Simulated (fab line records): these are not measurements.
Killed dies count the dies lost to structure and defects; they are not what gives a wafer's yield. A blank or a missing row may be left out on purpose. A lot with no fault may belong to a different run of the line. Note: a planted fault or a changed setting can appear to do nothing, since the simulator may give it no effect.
fab line records	flow nand-harc
record lots=24	wafers=72	last-day=34
route steps=1302 shown P_M2@345 A_ONON_D1@447 A_CHANNEL_HOLE_D1@473
lots with no fault: from the same line, run without faults
start-h: the number of hours between the record's first day and the start of the first shown wafer of the lot	wait-h: time in hours since the lot's previous step	" repeats the value in the row above	L1.1+2: one row covering several wafers at once	- no value, or no start given	* or withheld: withheld	< > ~ a bound
route shown NAME@n: a module of which the file shows steps, and the number in the route of the first	usual: the fault-free wafers' mean and standard deviation	same: alike in all rows	chamber/n: place in a boat	sites: each site's reading	_std_site: their standard deviation	_edge_site: the outer-site mean with the inner-site mean subtracted	radius-mm: how far each site lies from the wafer's centre	mask NAME#n: copy n	behind: tool/chamber where the wafer was last shaped	hold: why the lot went on hold/how many hours it stayed there/how the hold came to an end	device: the n, p or np transistor that did not switch	end of line: tests run on the same wafers once the route is complete	step lacking rows: just its recipe	killed: dies lost to structure and defects at the first sort, not the wafer's yield	map: a wafer's dies, x killed, . not, _ none there
set.NAME: the setting the step ran with; set.NAME@STEP: the setting that earlier step ran with	model.NAME: the simulator's own value behind a step, which no gauge read
steps of the route over a sample of lots; a table a step, a row a wafer
services: a tool's chamber out of use, with start hour (start-h, from the record's first day; less than 0 if before it), hours out, and reason
## steps
# step NHARC_P_M2_THK_MEAS_24
# recipe thk-meas-gauge=xrf
# usual thk-nm=144.2/1.5
lot.wafer	tool	chamber	start-h	wait-h	thk-nm
L074.1	film-metro-02	-	137.40	-	146.0
L074.2	"	-	"	"	145.5
L074.4	"	-	"	"	145.2
L075.4	film-metro-01	-	142.79	-	144.8
L075.5	"	-	"	"	145.8
L075.6	"	-	"	"	144.3
L076.3	film-metro-02	-	152.22	-	147.1
L076.4	"	-	"	"	145.0
L076.5	"	-	"	"	141.9
L077.1	film-metro-01	-	166.86	-	145.5
L077.3	"	-	"	"	142.4
L077.5	"	-	"	"	145.7
L079.2	film-metro-01	-	178.35	-	144.8
L079.4	"	-	"	"	144.4
L079.6	"	-	"	"	142.2
L078.3	film-metro-01	-	178.79	-	143.9
L078.5	"	-	"	"	146.0
L078.6	"	-	"	"	144.5
L080.4	film-metro-01	-	200.88	-	146.2
L080.5	"	-	"	"	144.1
L080.6	"	-	"	"	146.3
L081.1	film-metro-02	-	207.92	-	144.6
L081.2	"	-	"	"	147.5
L081.4	"	-	"	"	141.7
L082.1	film-metro-02	-	210.93	-	144.3
L082.3	"	-	"	"	146.4
L082.5	"	-	"	"	144.4
L083.3	film-metro-01	-	221.48	-	146.6
L083.4	"	-	"	"	143.2
L083.5	"	-	"	"	143.9
L084.2	film-metro-02	-	232.21	-	144.2
L084.4	"	-	"	"	143.5
L084.6	"	-	"	"	143.6
L085.3	film-metro-02	-	246.66	-	145.8
L085.5	"	-	"	"	142.9
L085.6	"	-	"	"	144.0
L086.1	film-metro-01	-	251.58	-	144.9
L086.2	"	-	"	"	142.1
L086.6	"	-	"	"	145.6
L087.1	film-metro-02	-	264.42	-	143.8
L087.2	"	-	"	"	141.6
L087.4	"	-	"	"	144.7
L088.2	film-metro-01	-	274.73	-	143.9
L088.5	"	-	"	"	144.7
L088.6	"	-	"	"	145.2
L089.1	film-metro-02	-	277.06	-	143.5
L089.2	"	-	"	"	144.6
L089.4	"	-	"	"	142.6
L090.3	film-metro-01	-	290.92	-	145.6
L090.5	"	-	"	"	143.8
L090.6	"	-	"	"	144.5
L091.1	film-metro-02	-	303.46	-	145.4
L091.2	"	-	"	"	143.8
L091.4	"	-	"	"	139.6
L092.1	film-metro-02	-	318.62	-	145.2
L092.2	"	-	"	"	146.1
L092.3	"	-	"	"	143.8
L093.4	film-metro-01	-	320.13	-	143.2
L093.5	"	-	"	"	143.7
L093.6	"	-	"	"	145.7
L094.3	film-metro-02	-	330.61	-	144.1
L094.5	"	-	"	"	143.9
L094.6	"	-	"	"	143.6
L096.1	film-metro-01	-	345.97	-	145.8
L096.2	"	-	"	"	145.8
L096.6	"	-	"	"	145.1
L095.1	film-metro-01	-	347.09	-	142.3
L095.2	"	-	"	"	142.6
L095.6	"	-	"	"	142.6
L097.3	film-metro-01	-	358.80	-	143.9
L097.4	"	-	"	"	143.7
L097.5	"	-	"	"	142.8
# step NHARC_P_M2_INSPECT_27
# usual raw-defect-count=313/100
lot.wafer	tool	chamber	start-h	wait-h	raw-defect-count
L074.1	defect-inspect-02	-	137.55	0.0	183
L074.2	"	-	"	"	243
L074.4	"	-	"	"	375
L075.4	defect-inspect-02	-	142.95	0.0	214
L075.5	"	-	"	"	213
L075.6	"	-	"	"	416
L076.3	defect-inspect-01	-	152.37	0.0	248
L076.4	"	-	"	"	312
L076.5	"	-	"	"	276
L077.1	defect-inspect-02	-	167.01	0.0	190
L077.3	"	-	"	"	144
L077.5	"	-	"	"	293
L079.2	defect-inspect-02	-	178.50	0.0	410
L079.4	"	-	"	"	652
L079.6	"	-	"	"	496
L078.3	defect-inspect-02	-	178.95	0.0	213
L078.5	"	-	"	"	225
L078.6	"	-	"	"	305
L080.4	defect-inspect-02	-	201.04	0.0	441
L080.5	"	-	"	"	263
L080.6	"	-	"	"	344
L081.1	defect-inspect-01	-	208.08	0.0	203
L081.2	"	-	"	"	309
L081.4	"	-	"	"	174
L082.1	defect-inspect-01	-	211.08	0.0	211
L082.3	"	-	"	"	156
L082.5	"	-	"	"	189
L083.3	defect-inspect-02	-	221.63	0.0	226
L083.4	"	-	"	"	286
L083.5	"	-	"	"	181
L084.2	defect-inspect-02	-	232.36	0.0	328
L084.4	"	-	"	"	518
L084.6	"	-	"	"	408
L085.3	defect-inspect-01	-	246.81	0.0	270
L085.5	"	-	"	"	208
L085.6	"	-	"	"	242
L086.1	defect-inspect-02	-	251.74	0.0	234
L086.2	"	-	"	"	291
L086.6	"	-	"	"	198
L087.1	defect-inspect-02	-	264.58	0.0	460
L087.2	"	-	"	"	427
L087.4	"	-	"	"	365
L088.2	defect-inspect-02	-	274.88	0.0	320
L088.5	"	-	"	"	253
L088.6	"	-	"	"	214
L089.1	defect-inspect-01	-	277.22	0.0	349
L089.2	"	-	"	"	484
L089.4	"	-	"	"	320
L090.3	defect-inspect-01	-	291.08	0.0	425
L090.5	"	-	"	"	422
L090.6	"	-	"	"	225
L091.1	defect-inspect-01	-	303.62	0.0	508
L091.2	"	-	"	"	483
L091.4	"	-	"	"	346
L092.1	defect-inspect-01	-	318.79	0.0	251
L092.2	"	-	"	"	255
L092.3	"	-	"	"	295
L093.4	defect-inspect-02	-	320.30	0.0	430
L093.5	"	-	"	"	294
L093.6	"	-	"	"	402
L094.3	defect-inspect-02	-	330.77	0.0	195
L094.5	"	-	"	"	227
L094.6	"	-	"	"	228
L096.1	defect-inspect-02	-	346.13	0.0	206
L096.2	"	-	"	"	241
L096.6	"	-	"	"	230
L095.1	defect-inspect-01	-	347.26	0.0	328
L095.2	"	-	"	"	433
L095.6	"	-	"	"	585
L097.3	defect-inspect-02	-	358.95	0.0	290
L097.4	"	-	"	"	390
L097.5	"	-	"	"	282
# step NHARC_A_ONON_D1_THK_MEAS_34
# recipe thk-meas-gauge=ellipsometry
# usual thk-nm=200/3
lot.wafer	tool	chamber	start-h	wait-h	thk-nm
L075.4	film-metro-02	-	183.16	-	200
L075.5	"	-	"	"	203
L075.6	"	-	"	"	202
L074.1	film-metro-01	-	183.18	-	199
L074.2	"	-	"	"	194
L074.4	"	-	"	"	196
L076.3	film-metro-01	-	193.92	-	201
L076.4	"	-	"	"	205
L076.5	"	-	"	"	204
L077.1	film-metro-02	-	210.16	-	203
L077.3	"	-	"	"	203
L077.5	"	-	"	"	203
L078.3	film-metro-01	-	219.87	-	198
L078.5	"	-	"	"	203
L078.6	"	-	"	"	201
L079.2	film-metro-02	-	219.88	-	203
L079.4	"	-	"	"	202
L079.6	"	-	"	"	201
L080.4	film-metro-01	-	246.74	-	202
L080.5	"	-	"	"	201
L080.6	"	-	"	"	203
L082.1	film-metro-02	-	255.70	-	194
L082.3	"	-	"	"	197
L082.5	"	-	"	"	204
L081.1	film-metro-01	-	255.73	-	199
L081.2	"	-	"	"	199
L081.4	"	-	"	"	202
L083.3	film-metro-01	-	264.53	-	198
L083.4	"	-	"	"	203
L083.5	"	-	"	"	198
L084.2	film-metro-01	-	276.30	-	198
L084.4	"	-	"	"	200
L084.6	"	-	"	"	199
L086.1	film-metro-02	-	290.75	-	202
L086.2	"	-	"	"	200
L086.6	"	-	"	"	202
L085.3	film-metro-01	-	290.77	-	195
L085.5	"	-	"	"	201
L085.6	"	-	"	"	199
L087.1	film-metro-01	-	306.70	-	198
L087.2	"	-	"	"	198
L087.4	"	-	"	"	194
L089.1	film-metro-01	-	318.16	-	201
L089.2	"	-	"	"	201
L089.4	"	-	"	"	204
L088.2	film-metro-02	-	318.43	-	202
L088.5	"	-	"	"	204
L088.6	"	-	"	"	206
L090.3	film-metro-01	-	335.67	-	203
L090.5	"	-	"	"	201
L090.6	"	-	"	"	203
L091.1	film-metro-02	-	344.59	-	197
L091.2	"	-	"	"	198
L091.4	"	-	"	"	200
L092.1	film-metro-02	-	360.15	-	199
L092.2	"	-	"	"	197
L092.3	"	-	"	"	196
L093.4	film-metro-01	-	360.16	-	205
L093.5	"	-	"	"	200
L093.6	"	-	"	"	202
L094.3	film-metro-02	-	373.62	-	198
L094.5	"	-	"	"	201
L094.6	"	-	"	"	201
L095.1	film-metro-02	-	400.75	-	201
L095.2	"	-	"	"	195
L095.6	"	-	"	"	201
L096.1	film-metro-02	-	401.15	-	203
L096.2	"	-	"	"	201
L096.6	"	-	"	"	205
L097.3	film-metro-02	-	401.16	-	201
L097.4	"	-	"	"	201
L097.5	"	-	"	"	203
# step NHARC_A_CHANNEL_HOLE_D1_ETCH_21
# recipe bias-v=3000	source-w=withheld	pressure-mtorr=20	time-s=514.3	ar-flow-sccm=375	c4f8-flow-sccm=89.3	o2-flow-sccm=35.7	temp-c=-20	target-depth-a=16000	chemistry=C4F8/O2/Ar
# usual chamber-pressure-mTorr=19.999/0.019	drypump-motor-current-A=5.6/0.44	o2-flow-sccm=35.68/0.094	showerhead-plenum-p-Torr=3.69/0.05	throttle-valve-pct=32.155/0.0096
# same time-s=514.3
lot.wafer	tool	chamber	start-h	wait-h	chamber-pressure-mTorr	drypump-motor-current-A	o2-flow-sccm	rf-hours-counter-h	showerhead-plenum-p-Torr	throttle-valve-pct
L074.1	har-etch-01	0	187.87	0.3	20.007	5.6	35.63	88	3.73	32.164
L074.2	"	1	"	"	19.947	5.1	35.78	88	3.65	32.162
L074.4	"	0	"	"	19.983	5.7	35.79	-	3.73	32.172
L075.4	har-etch-02	0	191.54	0.3	20.048	6.4	35.63	-	3.76	32.155
L075.5	"	0	"	"	19.992	6.3	35.67	-	3.76	32.156
L075.6	"	1	"	"	20.021	5.4	35.52	-	3.76	32.149
L076.3	har-etch-02	1	200.66	0.3	20.001	5.5	35.73	-	3.76	32.166
L076.4	"	0	"	"	19.993	6.3	35.76	-	3.76	32.137
L076.5	"	1	"	"	20.028	5.5	35.78	-	3.76	32.156
L077.1	har-etch-01	0	214.72	0.3	20.010	5.7	35.65	103	3.72	32.134
L077.3	"	0	"	"	19.970	5.7	35.69	-	3.72	32.155
L077.5	"	0	"	"	19.995	5.7	35.77	-	3.72	32.151
L079.2	har-etch-01	0	225.50	0.3	19.996	5.7	35.59	107	3.72	32.165
L079.4	"	1	"	"	19.971	5.1	35.57	-	3.64	32.144
L079.6	"	1	"	"	19.997	5.1	35.65	-	3.64	32.169
L078.3	har-etch-02	0	225.82	0.3	19.979	6.3	35.58	-	3.75	32.147
L078.5	"	1	"	"	19.977	5.4	35.71	-	3.75	32.139
L078.6	"	0	"	"	20.005	6.3	35.60	-	3.75	32.159
L080.4	har-etch-01	1	252.37	0.3	19.976	5.1	35.69	-	3.63	32.167
L080.6	"	0	"	"	20.001	5.7	35.79	-	3.71	32.157
L080.5	"	1	"	"	20.020	5.1	35.63	-	3.63	32.164
L082.1	har-etch-02	1	262.00	0.3	19.983	5.4	35.75	348	3.74	32.158
L082.3	"	0	"	"	20.014	6.3	35.63	-	3.74	32.149
L082.5	"	0	"	"	20.009	6.3	35.74	-	3.74	32.172
L081.2	har-etch-01	0	262.43	0.3	19.988	5.7	35.67	134	3.71	32.153
L081.1	"	1	"	"	20.023	5.1	35.68	134	3.63	32.139
L081.4	"	1	"	"	20.009	5.1	35.75	-	3.63	32.152
L083.3	har-etch-02	1	269.32	0.3	20.006	5.4	35.79	-	3.74	32.161
L083.4	"	0	"	"	20.020	6.3	35.61	-	3.74	32.162
L083.5	"	1	"	"	20.016	5.4	35.72	-	3.74	32.155
L084.2	har-etch-02	1	281.52	0.3	19.979	5.4	35.73	356	3.73	32.152
L084.4	"	0	"	"	20.022	6.3	35.72	-	3.73	32.157
L084.6	"	1	"	"	20.014	5.4	35.77	-	3.73	32.160
L086.2	har-etch-02	1	295.40	0.3	19.993	5.5	35.73	363	3.73	32.165
L086.1	"	0	"	"	19.997	6.3	35.53	363	3.73	32.146
L086.6	"	1	"	"	20.013	5.5	35.62	-	3.73	32.145
L085.3	har-etch-01	0	296.94	0.3	20.019	5.7	35.64	-	3.70	32.160
L085.5	"	1	"	"	20.019	5.1	35.76	-	3.62	32.162
L085.6	"	0	"	"	19.997	5.7	35.40	-	3.70	32.147
L087.1	har-etch-01	1	311.27	0.3	20.017	5.1	35.81	161	3.61	32.132
L087.2	"	0	"	"	20.003	5.7	35.68	161	3.69	32.147
L087.4	"	0	"	"	20.014	5.7	35.75	-	3.69	32.143
L089.2	har-etch-01	1	324.94	0.3	19.996	5.1	35.65	168	3.61	32.155
L089.1	"	0	"	"	20.007	5.7	35.56	168	3.69	32.146
L089.4	"	0	"	"	19.997	5.7	35.67	-	3.69	32.140
L088.2	har-etch-02	1	327.29	0.3	19.991	5.5	35.63	386	3.72	32.164
L088.5	"	1	"	"	19.986	5.4	35.78	-	3.72	32.151
L088.6	"	0	"	"	20.015	6.3	35.88	-	3.72	32.159
L090.3	har-etch-02	1	344.08	0.3	19.995	5.4	35.68	-	3.71	32.167
L090.5	"	0	"	"	19.993	6.3	35.66	-	3.71	32.157
L090.6	"	1	"	"	20.006	5.4	35.61	-	3.71	32.147
L091.2	har-etch-02	0	349.37	0.3	19.958	6.3	35.65	398	3.71	32.158
L091.1	"	1	"	"	20.019	5.4	35.51	398	3.71	32.153
L091.4	"	0	"	"	20.022	6.3	35.59	-	3.71	32.126
L092.2	har-etch-01	0	365.24	0.3	20.020	5.7	35.77	187	3.68	32.163
L092.1	"	1	"	"	20.015	5.1	35.68	187	3.60	32.149
L092.3	"	0	"	"	19.994	5.7	35.76	-	3.68	32.152
L093.4	har-etch-02	0	366.93	0.3	19.990	6.4	35.63	-	3.71	32.154
L093.5	"	0	"	"	20.052	6.4	35.63	-	3.71	32.149
L093.6	"	1	"	"	19.978	5.5	35.65	-	3.71	32.167
L094.3	har-etch-01	0	383.68	0.3	19.980	5.7	35.86	-	3.67	32.157
L094.6	"	1	"	"	20.022	5.1	35.76	-	3.59	32.168
L094.5	"	0	"	"	19.983	5.7	35.64	-	3.67	32.151
L095.2	har-etch-01	1	405.22	0.3	19.984	5.1	35.80	210	3.59	32.173
L095.1	"	0	"	"	19.994	5.7	35.67	210	3.67	32.160
L095.6	"	0	"	"	20.022	5.7	35.76	-	3.67	32.162
L096.1	har-etch-02	1	408.93	0.3	20.005	5.4	35.59	4	3.70	32.142
L096.2	"	0	"	"	20.007	6.3	35.56	4	3.70	32.151
L096.6	"	1	"	"	19.969	5.4	35.68	-	3.70	32.164
L097.3	har-etch-01	0	409.54	0.3	19.995	5.7	35.74	-	3.66	32.152
L097.4	"	1	"	"	20.010	5.1	35.54	-	3.59	32.168
L097.5	"	1	"	"	20.001	5.2	35.61	-	3.59	32.165
# step NHARC_A_CHANNEL_HOLE_D1_ETCH_25
# recipe bias-v=5000	source-w=withheld	pressure-mtorr=20	time-s=1040.2	ar-flow-sccm=375	c4f8-flow-sccm=93.8	o2-flow-sccm=31.2	temp-c=-20	target-depth-a=15000	chemistry=C4F8/O2/Ar
# usual chamber-pressure-mTorr=19.999/0.021	drypump-motor-current-A=5.6/0.45	o2-flow-sccm=31.21/0.11	showerhead-plenum-p-Torr=3.69/0.05	throttle-valve-pct=32.234/0.0086
# same time-s=1040.2
lot.wafer	tool	chamber	start-h	wait-h	chamber-pressure-mTorr	drypump-motor-current-A	o2-flow-sccm	rf-hours-counter-h	showerhead-plenum-p-Torr	throttle-valve-pct
L074.1	har-etch-01	0	190.34	0.6	20.002	5.7	31.18	90	3.73	32.234
L074.2	"	1	"	"	20.007	5.1	31.45	90	3.65	32.231
L074.4	"	0	"	"	19.998	5.7	31.04	-	3.73	32.246
L075.4	har-etch-02	0	194.16	0.7	19.993	6.3	31.23	-	3.75	32.232
L075.5	"	0	"	"	20.011	6.3	31.34	-	3.76	32.215
L075.6	"	1	"	"	20.026	5.4	31.10	-	3.75	32.250
L076.3	har-etch-02	1	203.27	0.7	19.977	5.4	31.18	-	3.75	32.249
L076.4	"	0	"	"	20.004	6.3	31.21	-	3.75	32.232
L076.5	"	1	"	"	20.046	5.5	31.30	-	3.75	32.235
L077.1	har-etch-01	0	217.18	0.6	20.002	5.7	31.13	106	3.72	32.220
L077.3	"	0	"	"	20.028	5.7	31.29	-	3.72	32.222
L077.5	"	0	"	"	19.991	5.7	31.15	-	3.72	32.244
L079.2	har-etch-01	0	227.96	0.6	19.975	5.7	31.23	110	3.72	32.246
L079.4	"	1	"	"	19.995	5.1	31.20	-	3.64	32.224
L079.6	"	1	"	"	20.049	5.1	31.33	-	3.64	32.236
L078.3	har-etch-02	0	228.52	0.7	19.964	6.4	31.12	-	3.74	32.234
L078.5	"	1	"	"	20.028	5.4	31.19	-	3.74	32.241
L078.6	"	0	"	"	19.972	6.3	31.22	-	3.74	32.214
L080.4	har-etch-01	1	255.07	0.7	20.004	5.1	31.28	-	3.63	32.234
L080.6	"	0	"	"	19.994	5.7	31.19	-	3.71	32.242
L080.5	"	1	"	"	20.066	5.1	31.37	-	3.63	32.241
L082.1	har-etch-02	1	264.46	0.6	20.011	5.5	31.19	350	3.73	32.232
L082.3	"	0	"	"	19.993	6.3	31.29	-	3.73	32.241
L082.5	"	0	"	"	19.965	6.3	31.38	-	3.73	32.247
L081.2	har-etch-01	0	264.89	0.6	19.974	5.7	31.24	136	3.70	32.244
L081.1	"	1	"	"	20.012	5.1	31.12	136	3.62	32.233
L081.4	"	1	"	"	19.966	5.1	31.08	-	3.62	32.232
L083.3	har-etch-02	1	271.93	0.7	19.989	5.4	31.18	-	3.73	32.234
L083.4	"	0	"	"	20.015	6.4	31.19	-	3.73	32.252
L083.5	"	1	"	"	19.969	5.4	31.11	-	3.73	32.226
L084.2	har-etch-02	1	284.05	0.6	20.000	5.4	31.12	358	3.73	32.235
L084.4	"	0	"	"	20.022	6.3	31.20	-	3.73	32.247
L084.6	"	1	"	"	19.999	5.4	31.16	-	3.73	32.222
L086.2	har-etch-02	1	297.88	0.6	19.974	5.5	31.09	366	3.72	32.219
L086.1	"	0	"	"	20.019	6.3	31.23	366	3.72	32.237
L086.6	"	1	"	"	19.993	5.5	31.14	-	3.72	32.227
L085.3	har-etch-01	0	299.62	0.7	20.017	5.7	31.32	-	3.69	32.229
L085.5	"	1	"	"	19.994	5.1	31.33	-	3.61	32.234
L085.6	"	0	"	"	19.991	5.7	31.27	-	3.69	32.243
L087.1	har-etch-01	1	313.74	0.6	19.994	5.1	31.21	163	3.61	32.234
L087.2	"	0	"	"	19.974	5.7	31.33	163	3.69	32.229
L087.4	"	0	"	"	19.996	5.7	31.35	-	3.69	32.237
L089.2	har-etch-01	1	327.42	0.6	19.956	5.1	31.20	171	3.60	32.247
L089.1	"	0	"	"	20.015	5.7	31.28	171	3.68	32.231
L089.4	"	0	"	"	19.985	5.7	31.29	-	3.68	32.239
L088.2	har-etch-02	1	329.75	0.6	19.995	5.4	31.27	389	3.71	32.240
L088.5	"	1	"	"	19.980	5.4	31.24	-	3.71	32.227
L088.6	"	0	"	"	20.014	6.3	31.37	-	3.71	32.231
L090.3	har-etch-02	1	346.76	0.7	20.013	5.4	31.25	-	3.71	32.234
L090.5	"	0	"	"	19.980	6.4	30.98	-	3.71	32.228
L090.6	"	1	"	"	19.999	5.4	31.35	-	3.71	32.225
L091.2	har-etch-02	0	351.85	0.7	20.002	6.3	31.27	400	3.70	32.225
L091.1	"	1	"	"	20.046	5.4	31.01	400	3.70	32.232
L091.4	"	0	"	"	19.992	6.4	31.05	-	3.70	32.243
L092.2	har-etch-01	0	367.72	0.6	20.032	5.7	31.37	189	3.67	32.231
L092.1	"	1	"	"	20.012	5.1	31.08	189	3.59	32.243
L092.3	"	0	"	"	19.978	5.7	31.21	-	3.67	32.237
L093.4	har-etch-02	0	369.55	0.7	19.994	6.4	31.07	-	3.70	32.223
L093.5	"	0	"	"	20.015	6.3	31.09	-	3.70	32.242
L093.6	"	1	"	"	20.022	5.5	31.16	-	3.70	32.242
L094.3	har-etch-01	0	386.35	0.7	20.005	5.7	31.21	-	3.66	32.216
L094.6	"	1	"	"	20.013	5.1	31.23	-	3.59	32.217
L094.5	"	0	"	"	20.007	5.7	31.10	-	3.66	32.224
L095.2	har-etch-01	1	407.71	0.6	20.031	5.1	31.14	212	3.58	32.244
L095.1	"	0	"	"	19.965	5.7	31.44	212	3.66	32.239
L095.6	"	0	"	"	19.997	5.7	31.23	-	3.66	32.223
L096.1	har-etch-02	1	411.39	0.6	19.986	5.4	31.14	7	3.69	32.242
L096.2	"	0	"	"	19.963	6.3	31.25	7	3.69	32.236
L096.6	"	1	"	"	20.010	5.4	31.24	-	3.69	32.227
L097.3	har-etch-01	0	412.16	0.7	19.997	5.7	31.22	-	3.66	32.240
L097.4	"	1	"	"	19.992	5.1	31.23	-	3.58	32.240
L097.5	"	1	"	"	20.006	5.1	31.16	-	3.58	32.244
# step NHARC_A_CHANNEL_HOLE_D1_STRIP_27
# recipe o2-flow-sccm=500	ar-flow-sccm=0	bias-w=0	chemistry=O2
# usual chamber-pressure-mTorr=60.01/0.054	drypump-motor-current-A=5.9/0.37	o2-flow-sccm=500.1/1.4	oes-product-au=1.004/0.011	rf-vpp-V=57.6/0.82	showerhead-plenum-p-Torr=3.49/0.11	throttle-valve-pct=17.035/0.0094
lot.wafer	tool	chamber	start-h	wait-h	chamber-pressure-mTorr	drypump-motor-current-A	o2-flow-sccm	oes-product-au	rf-hours-counter-h	rf-vpp-V	showerhead-plenum-p-Torr	throttle-valve-pct
L074.4	rie-diel-03	2	-	-	60.06	6.3	499.0	1.000	6	58.6	3.39	17.017
L074.2	"	3	"	"	59.96	5.7	499.5	1.022	6	57.1	3.64	17.042
L074.1	"	0	"	"	59.99	5.5	498.8	1.015	6	58.9	3.61	17.042
L075.4	rie-diel-03	0	-	-	60.01	5.4	501.5	1.008	6	58.0	3.61	17.032
L075.6	"	2	"	"	59.95	6.3	502.1	1.016	-	57.6	3.39	17.044
L075.5	"	3	"	"	60.16	5.7	501.3	1.025	-	58.4	3.64	17.043
L076.4	rie-diel-03	3	-	-	60.00	5.7	501.1	1.028	7	59.1	3.64	17.033
L076.3	"	2	"	"	59.97	6.4	499.1	1.009	8	57.4	3.39	17.042
L076.5	"	3	"	"	60.04	5.7	499.8	1.017	-	57.8	3.64	17.029
L077.3	rie-diel-03	2	-	-	59.96	6.4	498.9	1.010	8	58.1	3.39	17.047
L077.1	"	3	"	"	60.03	5.7	497.7	1.026	8	57.9	3.64	17.026
L077.5	"	1	"	"	59.99	6.1	499.1	1.007	-	59.0	3.44	17.036
L079.4	rie-diel-03	2	-	-	60.01	6.4	499.7	1.012	10	57.0	3.39	17.043
L079.2	"	3	"	"	59.94	5.7	502.2	1.022	9	58.9	3.64	17.039
L079.6	"	2	"	"	60.04	6.4	499.9	1.014	-	57.7	3.39	17.052
L078.3	rie-diel-03	3	-	-	60.07	5.7	500.5	1.016	9	58.2	3.64	17.037
L078.5	"	1	"	"	60.05	6.1	499.1	1.006	-	58.0	3.44	17.022
L078.6	"	2	"	"	60.01	6.3	499.2	1.005	-	58.4	3.39	17.052
L080.4	rie-diel-03	3	-	-	60.05	5.7	498.8	1.019	11	58.6	3.64	17.013
L080.5	"	1	"	"	59.97	6.1	500.3	1.001	-	54.9	3.44	17.033
L080.6	"	2	"	"	59.90	6.4	500.5	1.003	-	57.0	3.38	17.035
L082.1	rie-diel-03	3	-	-	60.01	5.7	501.8	1.016	12	58.6	3.64	17.038
L082.3	"	1	"	"	59.96	6.1	503.9	0.996	13	58.1	3.44	17.049
L082.5	"	0	"	"	59.99	5.5	498.3	0.992	-	58.5	3.61	17.041
L081.4	rie-diel-03	0	-	-	60.01	5.5	499.7	1.015	13	57.3	3.61	17.036
L081.2	"	2	"	"	60.01	6.4	499.7	1.006	13	55.4	3.38	17.030
L081.1	"	3	"	"	60.12	5.7	500.4	1.030	12	57.3	3.64	17.031
L083.3	rie-diel-03	3	-	-	59.96	5.7	499.4	1.014	14	57.3	3.64	17.040
L083.4	"	0	"	"	60.03	5.5	502.9	1.005	14	58.4	3.60	17.053
L083.5	"	2	"	"	60.05	6.4	498.9	1.017	-	57.4	3.38	17.030
L084.2	rie-diel-10	1	-	-	60.01	5.3	499.2	0.981	11	57.4	3.59	17.040
L084.4	"	2	"	"	59.94	5.6	499.8	1.011	11	57.5	3.35	17.041
L084.6	"	2	"	"	60.06	5.6	497.3	1.001	-	56.2	3.35	17.023
L086.2	rie-diel-03	0	-	-	59.87	5.4	500.8	1.012	1	56.7	3.60	17.037
L086.1	"	1	"	"	59.99	6.1	500.5	1.000	1	57.4	3.44	17.022
L086.6	"	1	"	"	60.03	6.1	499.2	0.998	-	57.7	3.44	17.044
L085.3	rie-diel-03	1	-	-	60.04	6.1	497.1	0.997	1	56.8	3.44	17.042
L085.6	"	2	"	"	60.07	6.3	499.9	0.995	-	57.6	3.38	17.039
L085.5	"	3	"	"	60.01	5.7	500.1	0.996	-	57.2	3.64	17.041
L087.2	rie-diel-03	3	-	-	60.03	5.7	501.8	0.999	2	58.2	3.63	17.045
L087.1	"	1	"	"	59.99	6.1	499.8	1.001	3	57.0	3.44	17.040
L087.4	"	2	"	"	60.00	6.4	501.8	0.995	3	56.7	3.38	17.040
L089.2	rie-diel-03	1	-	-	60.04	6.1	499.4	1.008	4	58.3	3.43	17.045
L089.1	"	2	"	"	60.05	6.4	501.6	0.998	4	55.3	3.38	17.031
L089.4	"	1	"	"	59.90	6.1	497.9	1.002	-	58.1	3.43	17.047
L088.2	rie-diel-03	2	-	-	60.03	6.4	500.2	0.991	4	57.8	3.38	17.026
L088.5	"	1	"	"	59.95	6.1	500.2	0.993	-	57.7	3.43	17.029
L088.6	"	0	"	"	60.00	5.5	499.5	0.995	-	57.2	3.60	17.053
L090.3	rie-diel-07	0	-	-	60.04	6.0	500.9	0.984	10	57.0	3.33	17.025
L090.6	"	3	"	"	60.02	5.5	499.9	0.979	-	58.1	3.40	17.045
L090.5	"	0	"	"	59.99	5.9	498.1	0.977	-	57.5	3.33	17.030
L091.1	rie-diel-10	1	-	-	59.94	5.3	501.3	0.997	36	57.2	3.58	17.029
L091.2	"	3	"	"	59.97	5.5	500.6	1.000	29	58.4	3.37	17.025
L091.4	"	0	"	"	59.95	5.5	499.9	1.015	-	58.2	3.41	17.028
L092.3	rie-diel-03	1	-	-	59.97	6.1	500.0	0.995	7	57.0	3.43	17.030
L092.2	"	3	"	"	59.93	5.7	501.4	1.006	7	59.0	3.63	17.029
L092.1	"	0	"	"	60.06	5.5	500.8	1.013	8	57.1	3.60	17.019
L093.4	rie-diel-03	0	-	-	60.06	5.5	502.1	1.006	8	57.6	3.60	17.032
L093.6	"	2	"	"	60.02	6.4	499.1	1.004	-	56.3	3.38	17.033
L093.5	"	3	"	"	60.06	5.7	502.0	1.011	-	58.2	3.63	17.038
L094.3	rie-diel-03	1	-	-	60.00	6.1	499.8	0.999	8	58.5	3.43	17.029
L094.6	"	1	"	"	60.05	6.1	499.1	1.003	-	56.8	3.43	17.052
L094.5	"	2	"	"	60.01	6.4	500.9	1.016	-	58.7	3.38	17.050
L095.2	rie-diel-03	2	-	-	60.01	6.4	500.7	1.015	12	56.3	3.38	17.041
L095.1	"	3	"	"	60.03	5.7	496.9	0.996	10	56.5	3.63	17.030
L095.6	"	0	"	"	60.02	5.5	501.4	1.008	-	57.7	3.60	17.035
L096.1	rie-diel-10	3	-	-	59.97	5.4	496.8	0.996	52	57.1	3.36	17.031
L096.2	"	2	"	"	60.03	5.5	500.8	1.010	51	56.8	3.32	17.027
L096.6	"	0	"	"	60.00	5.5	502.2	1.005	-	56.2	3.40	17.033
L097.3	rie-diel-03	2	-	-	60.00	6.4	501.0	1.016	12	57.9	3.38	17.037
L097.4	"	0	"	"	59.99	5.5	501.2	0.994	12	57.2	3.60	17.023
L097.5	"	2	"	"	60.10	6.4	499.6	1.016	-	58.3	3.38	17.030
## services
tool	chamber	start-h	hours	kind
rie-diel-07	-	190.19	0.6	repair
rie-diel-10	1	199.14	7.6	repair
rie-diel-10	2	207.17	8.8	repair
rie-diel-07	0	211.67	2.3	repair
rie-diel-10	0	214.78	1.6	repair
rie-diel-10	-	228.26	0.7	repair
rie-diel-10	-	243.02	9.0	pm
rie-diel-07	3	244.60	3.2	repair
rie-diel-03	-	281.45	9.0	pm
rie-diel-07	-	295.24	9.0	pm
rie-diel-03	3	322.46	13.9	repair
rie-diel-07	3	326.27	4.9	repair
rie-diel-10	2	339.80	16.6	repair
rie-diel-07	1	342.47	4.8	repair
rie-diel-03	1	347.12	5.1	repair
rie-diel-07	1	355.11	4.6	repair
har-etch-02	-	377.00	17.0	pm
har-etch-02	0	377.00	17.0	vent-cycle
har-etch-02	1	377.00	17.0	vent-cycle
har-etch-02	0	394.00	-	clean
har-etch-02	0	394.00	-	consumable-replace:focus-ring
har-etch-02	1	394.00	-	clean
rie-diel-10	1	394.34	6.8	repair
rie-diel-03	-	405.33	1.5	repair
## key
fault none
